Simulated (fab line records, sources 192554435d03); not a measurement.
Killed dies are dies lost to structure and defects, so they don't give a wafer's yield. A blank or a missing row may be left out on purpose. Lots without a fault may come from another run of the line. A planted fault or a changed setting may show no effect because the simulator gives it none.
Chamber matching | flow n5_finfet | N5_BEOL_M5_DEP_56 on pecvd-03: 3 sister chambers
The step deposits SiCN from 3MS/NH3, target thk 8 nm, time 14 s. 3 wafers are shown with their chamber, then 11 later ones without.

WAFERS WITH THEIR CHAMBER
wafer  | chamber | showerhead_plenum_p_Torr (Torr)
L086.4 | 1       | 3.644
L086.5 | 2       | 3.673
L090.1 | 0       | 3.684

WAFERS WITHOUT THEIR CHAMBER
wafer  | showerhead_plenum_p_Torr (Torr)
L090.2 | 3.680
L090.6 | 3.696
L092.2 | 3.694
L092.3 | 3.649
L092.6 | 3.641
L091.1 | 3.664
L091.2 | 3.655
L091.3 | 3.678
L093.1 | 3.671
L093.2 | 3.661
L093.6 | 3.670

WHICH CHAMBER EACH WENT THROUGH
wafer  | from the rows above          | in truth
L090.2 | can't be placed: 0 or 2      | 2
L090.6 | can't be placed: 0 or 2      | 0
L092.2 | can't be placed: 0 or 2      | 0
L092.3 | 1                            | 1
L092.6 | 1                            | 1
L091.1 | can't be placed: 2 or 0 or 1 | 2
L091.2 | can't be placed: 1 or 2      | 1
L091.3 | can't be placed: 2 or 0      | 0
L093.1 | can't be placed: 2 or 0      | 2
L093.2 | can't be placed: 2 or 1 or 0 | 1
L093.6 | can't be placed: 2 or 0      | 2
Placed correctly: 2 of 11. Can't be placed from these rows: 9 (the true chamber is among the candidates in 9). Placed wrongly: 0.
How it was worked out, from the rows above alone: a wafer's distance from a chamber is the root of the sum, over the readings, of the square of ((its reading less the chamber's mean) divided by the reading's scatter). The wafer belongs to the nearest chamber; if the next one is less than 2 further off, it can't be placed. A chamber's mean is the mean of its shown wafers. The scatter: with one shown wafer a chamber, the root of the mean of the squares of how far each hidden wafer lies from its nearest shown one.
